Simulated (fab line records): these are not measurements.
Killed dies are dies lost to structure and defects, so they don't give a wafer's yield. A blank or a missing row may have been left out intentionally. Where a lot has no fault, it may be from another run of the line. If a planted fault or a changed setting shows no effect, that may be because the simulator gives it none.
Which of the tools did it?	flow n5-finfet	24 lots with 72 wafers sampled at 6 steps, on a route of 1938 steps

== WHAT THE GAUGES READ, wafer by wafer ==
Not one reading of a measure or inspect step in the record can be checked against a usual standard deviation.

== WHAT TOOL EACH LOT RAN ON (gives the tool, then ch and the chambers of the sampled wafers, and finally the start) ==
lot	N5_BEOL_M10_PECVD_70	N5_BEOL_M10_DESCUM_33	N5_BEOL_M10_VIA_ETCH_34	N5_BEOL_M10_STRIP_77	N5_BEOL_M10_DEGAS_44	N5_BEOL_M10_ANNEAL_51
L074	pecvd-02 ch 0,1, day 9 20:38	rie-diel-05 ch 0,1, day 9 23:38	rie-diel-05 ch 0,1, day 9 23:50	rie-diel-05 ch 0,1, day 10 00:45 or earlier	pvd-sputter-01, day 10 00:45	rtp-anneal-02 ch 0, day 10 05:04
L075	pecvd-02 ch 0,1, day 10 02:20	rie-diel-01 ch 0,2,3, day 10 06:37	rie-diel-01 ch 0,2,3, day 10 06:49	rie-diel-01 ch 0,2,3, day 10 07:50 or earlier	pvd-sputter-02, day 10 07:50	rtp-anneal-01 ch 0, day 10 10:57
L076	pecvd-01 ch 0,2, day 10 14:17	rie-diel-05 ch 1,2, day 10 20:25	rie-diel-05 ch 1,2, day 10 20:38	rie-diel-05 ch 1,2, day 10 21:27 or earlier	pvd-sputter-02, day 10 21:27	rtp-anneal-01 ch 0, day 10 22:40
L077	pecvd-01 ch 0,1,2, day 11 03:46	rie-diel-01 ch 0,2,3, day 11 06:40	rie-diel-01 ch 0,2,3, day 11 06:53	rie-diel-01 ch 0,2,3, day 11 07:46 or earlier	pvd-sputter-03, day 11 07:46	rtp-anneal-02 ch 0, day 11 09:05
L079	pecvd-02 ch 0,1,2, day 11 11:46	rie-diel-02 ch 1,3, day 11 15:32	rie-diel-02 ch 1,3, day 11 15:45	rie-diel-02 ch 1,3, day 11 16:43 or earlier	pvd-sputter-03, day 11 16:43	rtp-anneal-01 ch 0, day 11 17:56
L080	pecvd-01 ch 0,1,2, day 11 15:34	rie-diel-02 ch 1,2, day 11 17:54	rie-diel-02 ch 1,2, day 11 18:07	rie-diel-02 ch 1,2, day 11 19:00 or earlier	pvd-sputter-02, day 11 19:00	rtp-anneal-02 ch 0, day 11 21:22
L078	pecvd-02 ch 0,1,2, day 11 17:17	rie-diel-02 ch 1,2,3, day 11 20:43	rie-diel-02 ch 1,2,3, day 11 20:55	rie-diel-02 ch 1,2,3, day 11 22:05 or earlier	pvd-sputter-01, day 11 22:05	rtp-anneal-02 ch 0, day 11 23:05
L081	pecvd-04 ch 0,1, day 11 19:14	rie-diel-01 ch 0,1,2, day 11 23:22	rie-diel-01 ch 0,1,2, day 11 23:34	rie-diel-01 ch 0,1,2, day 12 01:02 or earlier	pvd-sputter-02, day 12 01:02	rtp-anneal-02 ch 0, day 12 02:02
L082	pecvd-04 ch 0,1, day 12 05:44	rie-diel-01 ch 1,2,3, day 12 09:49	rie-diel-01 ch 1,2,3, day 12 10:01	rie-diel-01 ch 1,2,3, day 12 11:25 or earlier	pvd-sputter-03, day 12 11:25	rtp-anneal-02 ch 0, day 12 12:27
L085	pecvd-04 ch 0,1,2, day 12 14:21	rie-diel-01 ch 1,2,3, day 12 18:07	rie-diel-01 ch 1,2,3, day 12 18:20	rie-diel-01 ch 1,2,3, day 12 20:52 or earlier	pvd-sputter-01, day 12 20:52	rtp-anneal-02 ch 0, day 12 21:47
L083	pecvd-02 ch 1,2, day 12 20:57	rie-diel-01 ch 0,2,3, day 13 00:30	rie-diel-01 ch 0,2,3, day 13 00:43	rie-diel-01 ch 0,2,3, day 13 01:43 or earlier	pvd-sputter-01, day 13 01:43	rtp-anneal-01 ch 0, day 13 03:07
L084	pecvd-02 ch 0,1,2, day 12 23:01	rie-diel-02 ch 0,1, day 13 04:08	rie-diel-02 ch 0,1, day 13 04:20	rie-diel-02 ch 0,1, day 13 05:28 or earlier	pvd-sputter-01, day 13 05:28	rtp-anneal-02 ch 0, day 13 06:20
L087	pecvd-02 ch 1,2, day 13 04:56	rie-diel-05 ch 1,2, day 13 08:43	rie-diel-05 ch 1,2, day 13 08:56	rie-diel-05 ch 1,2, day 13 09:47 or earlier	pvd-sputter-03, day 13 09:47	rtp-anneal-02 ch 0, day 13 10:58
L086	pecvd-02 ch 0,1, day 13 07:32	rie-diel-02 ch 0,1, day 13 14:40	rie-diel-02 ch 0,1, day 13 14:53	rie-diel-02 ch 0,1, day 13 16:10 or earlier	pvd-sputter-02, day 13 16:10	rtp-anneal-01 ch 0, day 13 17:41
L090	pecvd-01 ch 1,2, day 13 23:43	rie-diel-05 ch 0,1, day 14 03:10	rie-diel-05 ch 0,1, day 14 03:22	rie-diel-05 ch 0,1, day 14 04:11 or earlier	pvd-sputter-01, day 14 04:11	rtp-anneal-01 ch 0, day 14 07:13
L088	pecvd-04 ch 0,1, day 14 03:05	rie-diel-01 ch 0,1,2, day 14 07:52	rie-diel-01 ch 0,1,2, day 14 08:05	rie-diel-01 ch 0,1,2, day 14 09:12 or earlier	pvd-sputter-01, day 14 09:12	rtp-anneal-02 ch 0, day 14 11:17
L091	pecvd-04 ch 0,2, day 14 05:30	rie-diel-01 ch 0,1, day 14 10:18	rie-diel-01 ch 0,1, day 14 10:31	rie-diel-01 ch 0,1, day 14 11:33 or earlier	pvd-sputter-03, day 14 11:33	rtp-anneal-02 ch 0, day 14 12:29
L089	pecvd-04 ch 0,1,2, day 14 13:59	rie-diel-02 ch 0,1,2, day 14 16:28	rie-diel-02 ch 0,1,2, day 14 16:40	rie-diel-02 ch 0,1,2, day 14 17:43 or earlier	pvd-sputter-03, day 14 17:43	rtp-anneal-01 ch 0, day 14 20:18
L092	pecvd-01 ch 1,2, day 14 18:44	rie-diel-02 ch 0,1,2, day 14 23:21	rie-diel-02 ch 0,1,2, day 14 23:34	rie-diel-02 ch 0,1,2, day 15 00:46 or earlier	pvd-sputter-01, day 15 00:46	rtp-anneal-02 ch 0, day 15 01:59
L093	pecvd-01 ch 0,1,2, day 14 22:20	rie-diel-02 ch 0,2,3, day 15 02:20	rie-diel-02 ch 0,2,3, day 15 02:32	rie-diel-02 ch 0,2,3, day 15 04:39 or earlier	pvd-sputter-02, day 15 04:39	rtp-anneal-01 ch 0, day 15 05:46
L094	pecvd-04 ch 0,1,2, day 15 06:28	rie-diel-02 ch 0,1,2, day 15 08:37	rie-diel-02 ch 0,1,2, day 15 08:49	rie-diel-02 ch 0,1,2, day 15 11:55 or earlier	pvd-sputter-01, day 15 11:55	rtp-anneal-01 ch 0, day 15 12:55
L095	pecvd-04 ch 0,1,2, day 15 16:17	rie-diel-01 ch 2,3, day 15 19:29	rie-diel-01 ch 2,3, day 15 19:42	rie-diel-01 ch 2,3, day 15 20:53 or earlier	pvd-sputter-01, day 15 20:53	rtp-anneal-01 ch 0, day 15 21:54
L096	pecvd-02 ch 0,1,2, day 15 18:47	rie-diel-02 ch 0,1,2, day 15 21:39	rie-diel-02 ch 0,1,2, day 15 21:51	rie-diel-02 ch 0,1,2, day 15 22:41 or earlier	pvd-sputter-01, day 15 22:41	rtp-anneal-02 ch 0, day 16 01:27
L097	pecvd-04 ch 0,2, day 16 05:49	rie-diel-01 ch 1,2,3, day 16 09:45	rie-diel-01 ch 1,2,3, day 16 09:58	rie-diel-01 ch 1,2,3, day 16 11:37 or earlier	pvd-sputter-02, day 16 11:37	rtp-anneal-01 ch 0, day 16 12:38
- N5_BEOL_M10_PECVD_70: deposits SiO2 from TEOS/O2, target thk 20 nm, time 22.7 s.
- N5_BEOL_M10_DESCUM_33: chemistry O2, time 7.9 s.
- N5_BEOL_M10_VIA_ETCH_34: etches SiCOH lowk in C4F6/O2, target depth 184.5 nm, time 69.2 s.
- N5_BEOL_M10_STRIP_77: strips in N2/H2, time 10 s.
- N5_BEOL_M10_DEGAS_44: time 60 s.
- N5_BEOL_M10_ANNEAL_51: time 90 s.

== WHAT THE TOOLS THEMSELVES READ (means of the sampled wafers that have a number; where no wafer has one, the mark that the record gives instead) ==
N5_BEOL_M10_PECVD_70.
lot	tool	chamber-pressure-Torr (Torr)	heater-power-w (W)	showerhead-plenum-p-Torr (Torr)	throttle-valve-pct (%)
L074	pecvd-02	5.495	696	8.78	22.8
L075	pecvd-02	5.500	694	8.77	22.7
L076	pecvd-01	5.485	746	8.76	23.5
L077	pecvd-01	5.502	684	8.76	22.7
L079	pecvd-02	5.504	806	8.73	22.1
L080	pecvd-01	5.496	735	8.76	22.7
L078	pecvd-02	5.516	772	8.73	22.2
L081	pecvd-04	5.490	764	8.80	23.4
L082	pecvd-04	5.500	673	8.80	22.5
L085	pecvd-04	5.491	705	8.79	22.3
L083	pecvd-02	5.499	888	8.74	22.3
L084	pecvd-02	5.494	794	8.75	22.3
L087	pecvd-02	5.502	888	8.71	21.7
L086	pecvd-02	5.496	667	8.78	22.6
L090	pecvd-01	5.501	659	8.74	21.8
L088	pecvd-04	5.498	786	8.78	23.4
L091	pecvd-04	5.508	693	8.79	23.3
L089	pecvd-04	5.511	715	8.81	22.3
L092	pecvd-01	5.496	685	8.79	22.0
L093	pecvd-01	5.495	728	8.76	22.6
L094	pecvd-04	5.495	686	8.80	22.3
L095	pecvd-04	5.504	760	8.80	22.3
L096	pecvd-02	5.506	779	8.73	22.5
L097	pecvd-04	5.509	863	8.79	23.4

N5_BEOL_M10_DESCUM_33.
lot	tool	drypump-motor-current-A (A)	oes-product-au (a.u.)	rf-vpp-V (V)	showerhead-plenum-p-Torr (Torr)	throttle-valve-pct (%)
L074	rie-diel-05	5.4	0.76	242.2	2.066	20.36
L075	rie-diel-01	5.7	0.82	242.2	2.051	20.35
L076	rie-diel-05	5.7	0.85	242.7	2.032	20.26
L077	rie-diel-01	5.7	0.82	242.0	2.047	20.37
L079	rie-diel-02	6.0	0.73	243.3	2.093	20.34
L080	rie-diel-02	6.0	0.71	242.3	2.074	20.66
L078	rie-diel-02	6.0	0.71	242.1	2.083	20.51
L081	rie-diel-01	6.0	0.90	241.8	2.045	20.24
L082	rie-diel-01	5.4	0.85	242.3	2.052	20.46
L085	rie-diel-01	5.4	0.84	242.6	2.050	20.44
L083	rie-diel-01	5.7	0.79	242.1	2.041	20.41
L084	rie-diel-02	5.8	0.74	242.5	2.035	20.46
L087	rie-diel-05	5.7	0.82	241.9	2.026	20.29
L086	rie-diel-02	6.0	0.71	242.5	2.057	20.39
L090	rie-diel-05	5.4	0.89	242.5	2.056	20.16
L088	rie-diel-01	6.0	0.85	242.5	2.037	20.27
L091	rie-diel-01	6.0	0.87	242.0	2.043	20.19
L089	rie-diel-02	5.9	0.71	242.5	2.048	20.58
L092	rie-diel-02	5.9	0.70	241.3	2.047	20.59
L093	rie-diel-02	5.9	0.72	242.4	2.050	20.61
L094	rie-diel-02	5.9	0.70	242.4	2.046	20.59
L095	rie-diel-01	5.4	0.87	242.4	2.035	20.45
L096	rie-diel-02	5.9	0.70	241.9	2.044	20.61
L097	rie-diel-01	5.4	0.88	241.2	2.040	20.38

N5_BEOL_M10_VIA_ETCH_34.
lot	tool	drypump-motor-current-A (A)	oes_o_777_au (a.u.)	oes-product-au (a.u.)	rf-vpp-V (V)	showerhead-plenum-p-Torr (Torr)	throttle-valve-pct (%)
L074	rie-diel-05	5.4	0.76	0.76	661	2.80	20.78
L075	rie-diel-01	5.7	0.81	0.82	665	2.80	20.86
L076	rie-diel-05	5.7	0.84	0.86	669	2.77	20.74
L077	rie-diel-01	5.7	0.80	0.82	665	2.79	20.88
L079	rie-diel-02	6.0	0.74	0.73	666	2.84	20.80
L080	rie-diel-02	6.0	0.71	0.70	662	2.83	21.17
L078	rie-diel-02	6.1	0.72	0.72	665	2.84	20.99
L081	rie-diel-01	6.0	0.89	0.90	664	2.78	20.70
L082	rie-diel-01	5.4	0.84	0.85	666	2.79	20.93
L085	rie-diel-01	5.4	0.83	0.85	665	2.79	20.94
L083	rie-diel-01	5.7	0.78	0.79	665	2.78	20.91
L084	rie-diel-02	5.8	0.72	0.73	666	2.77	20.92
L087	rie-diel-05	5.7	0.81	0.82	669	2.76	20.76
L086	rie-diel-02	5.9	0.71	0.72	668	2.79	20.84
L090	rie-diel-05	5.4	0.88	0.89	661	2.79	20.58
L088	rie-diel-01	6.0	0.85	0.86	664	2.77	20.75
L091	rie-diel-01	6.0	0.88	0.88	668	2.77	20.61
L089	rie-diel-02	5.9	0.70	0.70	664	2.79	21.08
L092	rie-diel-02	5.9	0.70	0.71	664	2.79	21.07
L093	rie-diel-02	5.9	0.71	0.71	662	2.80	21.12
L094	rie-diel-02	5.9	0.70	0.70	663	2.79	21.07
L095	rie-diel-01	5.4	0.85	0.88	662	2.78	20.99
L096	rie-diel-02	5.9	0.69	0.69	664	2.79	21.08
L097	rie-diel-01	5.4	0.87	0.87	664	2.78	20.85

N5_BEOL_M10_STRIP_77.
lot	tool	drypump-motor-current-A (A)	oes-product-au (a.u.)	rf-vpp-V (V)	showerhead-plenum-p-Torr (Torr)	throttle-valve-pct (%)
L074	rie-diel-05	5.4	0.77	59.2	2.49	23.45
L075	rie-diel-01	5.7	0.83	58.1	2.49	23.54
L076	rie-diel-05	5.7	0.85	58.8	2.46	23.37
L077	rie-diel-01	5.7	0.81	59.1	2.49	23.56
L079	rie-diel-02	6.1	0.73	59.4	2.54	23.49
L080	rie-diel-02	6.0	0.70	59.6	2.52	23.90
L078	rie-diel-02	6.1	0.72	59.1	2.53	23.70
L081	rie-diel-01	6.0	0.90	58.7	2.48	23.40
L082	rie-diel-01	5.4	0.85	59.0	2.49	23.67
L085	rie-diel-01	5.4	0.84	58.4	2.49	23.68
L083	rie-diel-01	5.7	0.79	59.2	2.48	23.58
L084	rie-diel-02	5.8	0.72	58.8	2.46	23.56
L087	rie-diel-05	5.7	0.82	58.9	2.45	23.38
L086	rie-diel-02	5.9	0.71	59.5	2.50	23.56
L090	rie-diel-05	5.4	0.90	59.0	2.48	23.28
L088	rie-diel-01	6.0	0.85	59.4	2.47	23.42
L091	rie-diel-01	6.0	0.87	59.3	2.47	23.41
L089	rie-diel-02	5.9	0.70	59.1	2.49	23.75
L092	rie-diel-02	5.9	0.70	58.6	2.49	23.76
L093	rie-diel-02	5.9	0.72	58.4	2.49	23.74
L094	rie-diel-02	5.9	0.70	59.0	2.48	23.77
L095	rie-diel-01	5.4	0.87	59.4	2.47	23.65
L096	rie-diel-02	5.9	0.69	59.3	2.48	23.78
L097	rie-diel-01	5.4	0.87	58.2	2.47	23.62

N5_BEOL_M10_DEGAS_44.
lot	tool	heater-power-w (W)
L074	pvd-sputter-01	315
L075	pvd-sputter-02	319
L076	pvd-sputter-02	347
L077	pvd-sputter-03	325
L079	pvd-sputter-03	345
L080	pvd-sputter-02	323
L078	pvd-sputter-01	321
L081	pvd-sputter-02	346
L082	pvd-sputter-03	348
L085	pvd-sputter-01	318
L083	pvd-sputter-01	330
L084	pvd-sputter-01	277
L087	pvd-sputter-03	335
L086	pvd-sputter-02	354
L090	pvd-sputter-01	288
L088	pvd-sputter-01	314
L091	pvd-sputter-03	329
L089	pvd-sputter-03	312
L092	pvd-sputter-01	370
L093	pvd-sputter-02	345
L094	pvd-sputter-01	277
L095	pvd-sputter-01	311
L096	pvd-sputter-01	313
L097	pvd-sputter-02	342

N5_BEOL_M10_ANNEAL_51.
lot	tool	wafer_temp_C_max
L074	rtp-anneal-02	226.20
L075	rtp-anneal-01	226.37
L076	rtp-anneal-01	226.39
L077	rtp-anneal-02	226.33
L079	rtp-anneal-01	226.36
L080	rtp-anneal-02	226.11
L078	rtp-anneal-02	226.24
L081	rtp-anneal-02	226.04
L082	rtp-anneal-02	226.25
L085	rtp-anneal-02	226.21
L083	rtp-anneal-01	226.68
L084	rtp-anneal-02	225.94
L087	rtp-anneal-02	226.14
L086	rtp-anneal-01	226.50
L090	rtp-anneal-01	226.16
L088	rtp-anneal-02	226.17
L091	rtp-anneal-02	226.04
L089	rtp-anneal-01	226.47
L092	rtp-anneal-02	226.07
L093	rtp-anneal-01	226.33
L094	rtp-anneal-01	226.37
L095	rtp-anneal-01	226.46
L096	rtp-anneal-02	226.21
L097	rtp-anneal-01	226.51

== THE ANSWER, worked out from the rows above alone ==
Rule: the lots themselves supply what counts as usual. Put in order of their means at a reading, lots are off if they are a third of the lots or fewer, leave a main group of 4 or more, and stand apart from it by a gap of 3 or more times the standard deviation of the main group's means; of several such gaps the widest counts. The tables above print the reading to a certain number of digits; a main group whose means all agree to those digits is not used. A lot without any number at a reading at which 4 lots or more have one is off too. Where the step has rows for the other lots, those lots are counted as sound. First the gauges in route order, then the tools' own readings, where a lot's mean is used as printed above. The first step at which some lot is off is used, and at that step the reading that is off furthest; a lot without a number counts as furthest.
Nothing can be told from this: no lot is off at any reading shown.

== WHAT THE SIMULATOR HAD PUT IN ==
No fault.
